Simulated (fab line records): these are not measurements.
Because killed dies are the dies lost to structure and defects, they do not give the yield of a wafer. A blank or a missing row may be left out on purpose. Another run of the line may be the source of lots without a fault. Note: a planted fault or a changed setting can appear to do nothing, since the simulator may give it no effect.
Chamber matching | flow n5 finfet | N5_BEOL_M6_ILD_DEP_00 on pecvd-01: 3 sister chambers
The step deposits SiCOH lowk from DEMS/porogen, target thk 179.75 nm, time 33.4 s. 6 wafers are shown with their chamber, then 11 later ones without.

WAFERS, EACH WITH ITS CHAMBER
wafer  | chamber | throttle valve pct (%) | showerhead plenum p Torr (Torr)
L082.4 | 0       | 13.6                   | 5.735
L083.5 | 2       | 13.0                   | 5.766
L085.2 | 1       | 15.8                   | 5.758
L085.5 | 2       | 13.1                   | 5.764
L085.6 | 0       | 13.8                   | 5.733
L090.2 | 1       | 15.7                   | 5.768

WAFERS WHOSE CHAMBER IS MISSING
wafer  | throttle valve pct (%) | showerhead plenum p Torr (Torr)
L090.3 | 14.0                   | 5.744
L090.5 | 13.8                   | 5.729
L088.1 | 13.8                   | 5.747
L088.3 | 16.0                   | 5.743
L088.4 | 15.7                   | 5.763
L093.3 | 13.6                   | 5.737
L093.4 | 16.0                   | 5.763
L093.6 | 13.2                   | 5.786
L094.1 | 14.0                   | 5.735
L094.5 | 13.8                   | 5.733
L094.6 | 15.7                   | 5.770

THE CHAMBER EACH PASSED THROUGH
wafer  | from the rows above | in truth
L090.3 | 0                   | 0
L090.5 | 0                   | 0
L088.1 | 0                   | 0
L088.3 | 1                   | 1
L088.4 | 1                   | 1
L093.3 | 0                   | 0
L093.4 | 1                   | 1
L093.6 | 2                   | 2
L094.1 | 0                   | 0
L094.5 | 0                   | 0
L094.6 | 1                   | 1
Correctly placed: 11 of 11. Not placeable from these rows: 0. Number placed wrongly: 0.
How it was worked out, from the rows above alone: a wafer's distance from a chamber is the root of the sum, over the readings, of the square of ((its reading less the chamber's mean) divided by the reading's scatter). If the next closest chamber is less than 2 further off than the closest, the wafer can't be placed; otherwise it belongs to the closest. For every chamber, the mean is computed from those of its wafers that are shown. How the scatter is found: for the shown wafers, subtract from each reading the mean of its chamber, square and add these, divide the total by (wafers less chambers), then take the root.
